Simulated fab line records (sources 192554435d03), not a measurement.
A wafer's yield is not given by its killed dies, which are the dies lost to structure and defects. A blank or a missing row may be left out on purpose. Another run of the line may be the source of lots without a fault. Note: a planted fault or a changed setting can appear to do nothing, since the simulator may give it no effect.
2 desks looking at one fault	flow n5Finfet	every desk sees just its own numbers, and what lay behind them comes last

TOOL OWNER'S DESK, lithoTrack-03
The tool's own readings at N5_MOL_CONTACT_COAG_COAT_34 (resist thk 40 nm): means of the sampled wafers that have a number, for each lot that ran on this tool. The brackets show how far a lot's mean lies from the usual mean; more than 4 standard deviations puts the lot out of limits, marked OUT.
Columns: A = chillPlateTempC at N5_MOL_CONTACT_COAG_COAT_34, usual 23.02 C; B = spinSpeedRpm at N5_MOL_CONTACT_COAG_COAT_34, usual 1500.0 rpm
lot	first seen here	A	B
L753	day 5 09:05	23.11	1501.4
L756	day 6 07:56	22.88	1500.5
L761	day 7 02:45	23.03	1560.4 (+64) OUT
L762	day 7 10:16	23.05	1559.2 (+62) OUT
L763	day 7 20:46	22.86	1558.5 (+62) OUT
L774	day 10 11:07	23.02	1499.4
Finding of this desk: L761, L762, L763 out of limits; the first was L761 at day 7 02:45, on spinSpeedRpm at N5_MOL_CONTACT_COAG_COAT_34. In limits: L753, L756, L774.

THE METROLOGY DESK
Means of the sampled wafers that have a number, per lot and without regard to the tool the lot ran on: this is what the gauges read. The brackets show how far a lot's mean lies from the usual mean; more than 4 standard deviations puts the lot out of limits, marked OUT. Readings shown: 7 of its 11, picked as those furthest out on some lot.
Columns: A = VD_OVL at N5_MOL_CONTACT_COAG_OVL_MEAS_41, usual -0.1 nm; B = DIBL_N at N5_BEOL_M4_RC_MEAS_101, usual 36.5 mV/V; C = IOFF_P at N5_BEOL_M4_RC_MEAS_101, usual 0.22 nA/um; D = ION_N at N5_BEOL_M4_RC_MEAS_101, usual 671 uA/um; E = ION_P at N5_BEOL_M4_RC_MEAS_101, usual 461 uA/um; F = SS_P at N5_BEOL_M4_RC_MEAS_101, usual 73.5 mV/dec; G = VT_P at N5_BEOL_M4_RC_MEAS_101, usual -250 mV
lot	first seen here	A	B	C	D	E	F	G
L753	day 5 10:24	-0.5	33.9	0.15	663	453	72.0	-257
L755	day 6 03:49	-1.0	35.6	0.20	659	454	72.8	-252
L756	day 6 08:22	0.3	36.3	0.21	660	453	72.9	-251
L761	day 7 03:04	-0.2	35.9	0.19	653	448	73.3	-254
L762	day 7 10:43	-1.1	40.2	0.32	698	475	74.3	-245
L763	day 7 21:12	-0.2	36.8	0.23	686	464	73.7	-249
L770	day 9 07:39	1.3	36.8	0.26	673	466	73.8	-247
L773	day 10 09:11	-0.1	37.9	0.31	694	482	73.8	-240
L774	day 10 11:26	-0.4	37.0	0.20	651	448	73.4	-252
L775	day 10 15:17	-0.9	37.1	0.22	669	462	73.9	-251
Finding of this desk: none of the 10 lots has anything out of limits.

TAKEN TOGETHER
The tool owner's desk had the chance to raise an alarm at day 7 02:45 on L761, L762, L763.
Nothing out of limits was seen by the metrology desk.
The metrology desk holds a record of L761, L762, L763, inside its limits.
N5_MOL_CONTACT_COAG_COAT_34 was run on lithoTrack-03 by each of the lots named.

WHAT WAS PUT IN BY THE SIMULATOR
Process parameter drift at N5_MOL_CONTACT_COAG_COAT_34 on lithoTrack-03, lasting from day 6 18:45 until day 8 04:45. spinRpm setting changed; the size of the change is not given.
Lots struck among those shown: L761, L762, L763.
How many hours passed from the start of the fault until each desk's first out-of-limits reading: the tool owner's desk, 8.
